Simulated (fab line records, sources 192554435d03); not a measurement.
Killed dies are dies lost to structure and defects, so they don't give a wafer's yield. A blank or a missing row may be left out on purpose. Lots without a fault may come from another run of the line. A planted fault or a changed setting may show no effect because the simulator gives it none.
Which tool did it? | flow n5_finfet | 24 lots, 72 wafers sampled, at 5 steps of a route of 1938

WHAT THE GAUGES READ, wafer by wafer
N5_BEOL_M15_OVL_MEAS_11.
lot  | measured     | on         | V14_OVL (nm)
L075 | day 11 16:11 | overlay-02 | 9 6 3
L074 | day 11 20:43 | overlay-02 | -2 -3 -8
L077 | day 11 23:19 | overlay-01 | -1 -5 -10
L078 | day 12 05:01 | overlay-02 | -1 2 6
L079 | day 12 11:18 | overlay-02 | 7 0 2
L076 | day 12 15:10 | overlay-01 | 9 0 5
L080 | day 12 20:02 | overlay-01 | 6 2 5
L081 | day 12 20:19 | overlay-01 | 0 8 3
L082 | day 13 00:37 | overlay-02 | 15 4 0
L083 | day 13 13:40 | overlay-02 | 8 13 13
L084 | day 13 20:08 | overlay-02 | -9 1 -8
L087 | day 14 06:47 | overlay-02 | 11 1 -3
L085 | day 14 09:57 | overlay-01 | 11 2 9
L088 | day 14 13:18 | overlay-01 | 10 9 8
L086 | day 14 19:11 | overlay-01 | 7 -1 4
L089 | day 15 00:43 | overlay-02 | 4 -5 -2
L090 | day 15 11:56 | overlay-01 | 0 1 -2
L091 | day 15 13:10 | overlay-01 | 5 2 -3
L093 | day 15 15:44 | overlay-01 | 5 7 -5
L092 | day 16 04:38 | overlay-02 | 4 -1 -3
L095 | day 16 13:54 | overlay-01 | -3 1 4
L094 | day 16 14:43 | overlay-01 | 5 7 6
L096 | day 16 16:00 | overlay-01 | 6 -1 -1
L097 | day 16 22:13 | overlay-01 | 13 -2 10

WHICH TOOL RAN EACH LOT (tool, then ch and the chambers of the sampled wafers, then the start)
lot  | N5_BEOL_M13_SPUTTER_43       | N5_BEOL_M14_SPUTTER_43       | N5_BEOL_M14_SPUTTER_44       | N5_BEOL_M14_CMP_49
L075 | pvd_sputter-02, day 11 06:54 | pvd_sputter-02, day 11 14:21 | pvd_sputter-02, day 11 14:26 | cmp-01 ch 1,3, day 11 15:07
L074 | pvd_sputter-03, day 11 13:28 | pvd_sputter-03, day 11 18:46 | pvd_sputter-03, day 11 18:50 | cmp-01 ch 0,2,3, day 11 19:34
L077 | pvd_sputter-02, day 11 13:31 | pvd_sputter-03, day 11 21:22 | pvd_sputter-03, day 11 21:26 | cmp-02 ch 0,3, day 11 22:07
L078 | pvd_sputter-01, day 11 19:59 | pvd_sputter-02, day 12 03:02 | pvd_sputter-02, day 12 03:07 | cmp-01 ch 0,1,3, day 12 03:59
L079 | pvd_sputter-03, day 12 03:01 | pvd_sputter-02, day 12 09:16 | pvd_sputter-02, day 12 09:20 | cmp-02 ch 0,1,3, day 12 10:18
L076 | pvd_sputter-01, day 12 03:20 | pvd_sputter-02, day 12 12:44 | pvd_sputter-02, day 12 12:49 | cmp-01 ch 0,1,3, day 12 13:58
L080 | pvd_sputter-03, day 12 13:40 | pvd_sputter-02, day 12 17:55 | pvd_sputter-02, day 12 17:59 | cmp-04 ch 0,2,3, day 12 19:02
L081 | pvd_sputter-02, day 12 13:43 | pvd_sputter-01, day 12 18:21 | pvd_sputter-01, day 12 18:26 | cmp-01 ch 1,2,3, day 12 19:09
L082 | pvd_sputter-01, day 12 17:55 | pvd_sputter-02, day 12 22:47 | pvd_sputter-02, day 12 22:52 | cmp-04 ch 0,1,3, day 12 23:33
L083 | pvd_sputter-03, day 13 06:55 | pvd_sputter-03, day 13 11:16 | pvd_sputter-03, day 13 11:20 | cmp-04 ch 2,3, day 13 12:20
L084 | pvd_sputter-02, day 13 10:48 | pvd_sputter-02, day 13 18:06 | pvd_sputter-02, day 13 18:11 | cmp-02 ch 0,1, day 13 18:58
L087 | pvd_sputter-01, day 14 00:29 | pvd_sputter-02, day 14 04:48 | pvd_sputter-02, day 14 04:53 | cmp-02 ch 1,2,3, day 14 05:40
L085 | pvd_sputter-01, day 14 02:08 | pvd_sputter-01, day 14 08:06 | pvd_sputter-01, day 14 08:11 | cmp-02 ch 1,2,3, day 14 08:59
L088 | pvd_sputter-01, day 14 07:05 | pvd_sputter-01, day 14 11:14 | pvd_sputter-01, day 14 11:19 | cmp-01 ch 1,3, day 14 12:16
L086 | pvd_sputter-02, day 14 11:13 | pvd_sputter-03, day 14 16:48 | pvd_sputter-03, day 14 16:53 | cmp-01 ch 0,1,3, day 14 18:10
L089 | pvd_sputter-01, day 14 16:25 | pvd_sputter-01, day 14 22:45 | pvd_sputter-01, day 14 22:50 | cmp-01 ch 0,2,3, day 14 23:33
L090 | pvd_sputter-02, day 15 00:28 | pvd_sputter-01, day 15 09:53 | pvd_sputter-01, day 15 09:58 | cmp-01 ch 1,3, day 15 10:55
L091 | pvd_sputter-02, day 15 05:12 | pvd_sputter-01, day 15 10:54 | pvd_sputter-01, day 15 10:59 | cmp-02 ch 1,3, day 15 11:59
L093 | pvd_sputter-02, day 15 09:52 | pvd_sputter-03, day 15 13:40 | pvd_sputter-03, day 15 13:44 | cmp-04 ch 0,1,3, day 15 14:40
L092 | pvd_sputter-01, day 15 18:47 | pvd_sputter-02, day 16 02:35 | pvd_sputter-02, day 16 02:40 | cmp-04 ch 0,2,3, day 16 03:29
L095 | pvd_sputter-01, day 16 03:01 | pvd_sputter-01, day 16 12:04 | pvd_sputter-01, day 16 12:09 | cmp-04 ch 0,1, day 16 12:50
L094 | pvd_sputter-02, day 16 03:33 | pvd_sputter-01, day 16 12:45 | pvd_sputter-01, day 16 12:50 | cmp-04 ch 0,1, day 16 13:33
L096 | pvd_sputter-02, day 16 06:25 | pvd_sputter-02, day 16 14:10 | pvd_sputter-02, day 16 14:14 | cmp-04 ch 0,2, day 16 14:58
L097 | pvd_sputter-01, day 16 15:17 | pvd_sputter-01, day 16 20:22 | pvd_sputter-01, day 16 20:26 | cmp-01 ch 0,1,3, day 16 21:08
- N5_BEOL_M13_SPUTTER_43: material TaN, target thk 15 nm, time 24.19 s.
- N5_BEOL_M14_SPUTTER_43: material TaN, target thk 15 nm, time 24.19 s.
- N5_BEOL_M14_SPUTTER_44: material Ta, target thk 15 nm, time 24.19 s.
- N5_BEOL_M14_CMP_49: polishes, stops on SiO2, t overpolish 5.2 s, target thk 560 nm.

WHAT THE TOOLS THEMSELVES READ (means of the sampled wafers that have a number; where no wafer has one, the mark that the record gives instead)
N5_BEOL_M13_SPUTTER_43.
lot  | tool           | throttle_valve_pct (%)
L075 | pvd_sputter-02 | 30.4
L074 | pvd_sputter-03 | 30.0
L077 | pvd_sputter-02 | 30.4
L078 | pvd_sputter-01 | 29.3
L079 | pvd_sputter-03 | 30.8
L076 | pvd_sputter-01 | 29.7
L080 | pvd_sputter-03 | 29.3
L081 | pvd_sputter-02 | 29.8
L082 | pvd_sputter-01 | 29.3
L083 | pvd_sputter-03 | 31.6
L084 | pvd_sputter-02 | 30.3
L087 | pvd_sputter-01 | 29.5
L085 | pvd_sputter-01 | 28.9
L088 | pvd_sputter-01 | 29.9
L086 | pvd_sputter-02 | 29.8
L089 | pvd_sputter-01 | 29.9
L090 | pvd_sputter-02 | 29.9
L091 | pvd_sputter-02 | 28.5
L093 | pvd_sputter-02 | 29.9
L092 | pvd_sputter-01 | 28.8
L095 | pvd_sputter-01 | 29.5
L094 | pvd_sputter-02 | 31.5
L096 | pvd_sputter-02 | 30.0
L097 | pvd_sputter-01 | 29.1

N5_BEOL_M14_SPUTTER_43.
lot  | tool           | throttle_valve_pct (%)
L075 | pvd_sputter-02 | 31.2
L074 | pvd_sputter-03 | 31.0
L077 | pvd_sputter-03 | 30.6
L078 | pvd_sputter-02 | 31.9
L079 | pvd_sputter-02 | 30.9
L076 | pvd_sputter-02 | 31.2
L080 | pvd_sputter-02 | 29.1
L081 | pvd_sputter-01 | 29.7
L082 | pvd_sputter-02 | 29.8
L083 | pvd_sputter-03 | 31.1
L084 | pvd_sputter-02 | 29.0
L087 | pvd_sputter-02 | 30.4
L085 | pvd_sputter-01 | 28.8
L088 | pvd_sputter-01 | 29.1
L086 | pvd_sputter-03 | 30.9
L089 | pvd_sputter-01 | 29.1
L090 | pvd_sputter-01 | 28.9
L091 | pvd_sputter-01 | 29.8
L093 | pvd_sputter-03 | 30.1
L092 | pvd_sputter-02 | 29.4
L095 | pvd_sputter-01 | 30.5
L094 | pvd_sputter-01 | 29.2
L096 | pvd_sputter-02 | 30.5
L097 | pvd_sputter-01 | 28.4

N5_BEOL_M14_SPUTTER_44.
lot  | tool           | throttle_valve_pct (%)
L075 | pvd_sputter-02 | 31.2
L074 | pvd_sputter-03 | 31.2
L077 | pvd_sputter-03 | 30.6
L078 | pvd_sputter-02 | 31.7
L079 | pvd_sputter-02 | 30.8
L076 | pvd_sputter-02 | 31.4
L080 | pvd_sputter-02 | 28.9
L081 | pvd_sputter-01 | 29.6
L082 | pvd_sputter-02 | 30.0
L083 | pvd_sputter-03 | 31.0
L084 | pvd_sputter-02 | 29.1
L087 | pvd_sputter-02 | 30.4
L085 | pvd_sputter-01 | 29.0
L088 | pvd_sputter-01 | 29.3
L086 | pvd_sputter-03 | 30.9
L089 | pvd_sputter-01 | 29.1
L090 | pvd_sputter-01 | 28.9
L091 | pvd_sputter-01 | 29.6
L093 | pvd_sputter-03 | 30.2
L092 | pvd_sputter-02 | 29.5
L095 | pvd_sputter-01 | 30.6
L094 | pvd_sputter-01 | 29.2
L096 | pvd_sputter-02 | 30.5
L097 | pvd_sputter-01 | 28.3

N5_BEOL_M14_CMP_49.
lot  | tool   | barrier_field_endpoint_s (s) | motor_current_A (A) | overpolish_run_s (s) | time_to_endpoint_s (s)
L075 | cmp-01 | 11.13                        | 7.0                 | 5.195                | 120
L074 | cmp-01 | 10.83                        | 8.0                 | 5.202                | 114
L077 | cmp-02 | 11.29                        | 7.9                 | 5.196                | 122
L078 | cmp-01 | 11.27                        | 7.3                 | 5.203                | 121
L079 | cmp-02 | 11.15                        | 8.1                 | 5.199                | 120
L076 | cmp-01 | 11.34                        | 7.2                 | 5.196                | 123
L080 | cmp-04 | 11.50                        | 7.5                 | 5.204                | 123
L081 | cmp-01 | 11.75                        | 8.0                 | 5.197                | 123
L082 | cmp-04 | 11.69                        | 7.6                 | 5.196                | 128
L083 | cmp-04 | 11.10                        | 7.4                 | 5.202                | 121
L084 | cmp-02 | 11.62                        | 8.4                 | 5.200                | 123
L087 | cmp-02 | 11.47                        | 8.0                 | 5.202                | 122
L085 | cmp-02 | 11.71                        | 8.2                 | 5.205                | 125
L088 | cmp-01 | 11.53                        | 7.0                 | 5.202                | 121
L086 | cmp-01 | 11.18                        | 7.3                 | 5.193                | 118
L089 | cmp-01 | 11.51                        | 8.2                 | 5.202                | 122
L090 | cmp-01 | 11.33                        | 6.9                 | 5.192                | 122
L091 | cmp-02 | 11.61                        | 8.6                 | 5.198                | 123
L093 | cmp-04 | 11.16                        | 7.7                 | 5.199                | 123
L092 | cmp-04 | 11.63                        | 7.4                 | 5.193                | 123
L095 | cmp-04 | 11.73                        | 7.7                 | 5.201                | 124
L094 | cmp-04 | 11.66                        | 7.8                 | 5.202                | 124
L096 | cmp-04 | 11.40                        | 6.8                 | 5.193                | 120
L097 | cmp-01 | 11.28                        | 7.4                 | 5.203                | 121

THE ANSWER, worked out from the rows above alone
Rule: what is usual is taken from the lots themselves. Put in order of their means at a reading, lots are off if they are a third of the lots or fewer, leave a main group of 4 or more, and stand apart from it by a gap of 3 or more times the standard deviation of the main group's means; of several such gaps the widest counts. A main group whose means are all the same, to the digits that the tables above print for the reading, isn't used. A lot without any number at a reading at which 4 lots or more have one is off too. The other lots that the step has rows for count as sound. The gauges are gone through in route order, then the tools' own readings, and for those a lot's mean is taken as printed above. The first step at which some lot is off is used, and at that step the reading that is off furthest; a lot without a number counts as furthest.
No lot is off at any reading shown: from this, nothing can be told.

WHAT THE SIMULATOR HAD PUT IN
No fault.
